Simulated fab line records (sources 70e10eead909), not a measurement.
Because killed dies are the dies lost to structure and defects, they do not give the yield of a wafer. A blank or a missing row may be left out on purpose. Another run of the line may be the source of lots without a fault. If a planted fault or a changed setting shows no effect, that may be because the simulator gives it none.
Matching of chambers | flow nand harc | 4 sister chambers for NHARC_A_STAIRCASE_ETCH_444 on rie diel-02
The step etches the open film in C4F8/O2, target depth 20400 nm, time 6800 s. 4 wafers are shown with their chamber, then 12 later ones without.

== WAFERS WITH THEIR CHAMBER ==
wafer  | chamber | rf vpp V (V)
L084.3 | 0       | 815
L090.2 | 3       | 804
L090.3 | 2       | 800
L090.4 | 1       | 803

== WAFERS WITHOUT THEIR CHAMBER ==
wafer  | rf vpp V (V)
L091.2 | 803
L091.4 | 815
L091.5 | 814
L093.4 | 813
L093.1 | 804
L093.6 | 815
L097.4 | 815
L097.2 | 799
L097.3 | 802
L097.1 | 804
L097.5 | 815
L097.6 | 801

== WHICH CHAMBER EACH WENT THROUGH ==
wafer  | from the rows above          | in truth
L091.2 | can't be placed: 1 or 3      | 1
L091.4 | 0                            | 0
L091.5 | 0                            | 0
L093.4 | 0                            | 0
L093.1 | can't be placed: 3 or 1      | 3
L093.6 | 0                            | 0
L097.4 | 0                            | 0
L097.2 | 2                            | 2
L097.3 | can't be placed: 1 or 2 or 3 | 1
L097.1 | can't be placed: 3 or 1      | 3
L097.5 | 0                            | 0
L097.6 | can't be placed: 2 or 1      | 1
Placed correctly: 7 of 12. Can't be placed from these rows: 5 (the true chamber is among the candidates in 5). Wrongly placed: 0.
How it was worked out, from the rows above alone: a wafer's distance from a chamber is the root of the sum, over the readings, of the square of ((its reading less the chamber's mean) divided by the reading's scatter). The wafer belongs to the nearest chamber; if the next one is less than 2 further off, it can't be placed. The mean given for a chamber averages the wafers shown for that chamber. The scatter: with one shown wafer a chamber, the root of the mean of the squares of how far each hidden wafer lies from its nearest shown one.
